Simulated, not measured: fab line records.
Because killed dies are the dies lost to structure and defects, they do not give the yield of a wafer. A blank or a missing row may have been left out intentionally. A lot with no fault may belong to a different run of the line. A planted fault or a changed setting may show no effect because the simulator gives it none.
Matching of chambers ; flow n5Finfet ; N5_BEOL_M6_STRIP_36 on rieDiel-04 has 4 sister chambers
The step strips in N2/H2. 4 wafers are shown with their chamber, then 7 later ones without.

## WAFERS PAIRED WITH THEIR CHAMBERS
wafer;chamber;showerheadPlenumPTorr (Torr)
L106.2;3;2.60
L126.6;1;2.45
L128.3;2;2.48
L128.4;0;2.69

## WAFERS WITH NO CHAMBER GIVEN
wafer;showerheadPlenumPTorr (Torr)
L128.5;2.48
L123.1;2.57
L123.2;2.45
L123.5;2.45
L127.3;2.47
L127.4;2.45
L127.6;2.47

## CHAMBER TAKEN BY EACH
wafer;from the rows above;in truth
L128.5;2;2
L123.1;3;3
L123.2;1;1
L123.5;1;1
L127.3;can't be placed: 2 or 1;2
L127.4;1;1
L127.6;can't be placed: 2 or 1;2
Placed correctly: 5 of 7. These rows do not allow placing 2 (true chamber among the candidates in 2). 0 placed wrongly.
How it was worked out, from the rows above alone: a wafer's distance from a chamber is the root of the sum, over the readings, of the square of ((its reading less the chamber's mean) divided by the reading's scatter). The wafer belongs to the nearest chamber; if the next one is less than 2 further off, it can't be placed. Each chamber's mean is taken over the wafers shown for it. The scatter: with one shown wafer a chamber, the root of the mean of the squares of how far each hidden wafer lies from its nearest shown one.
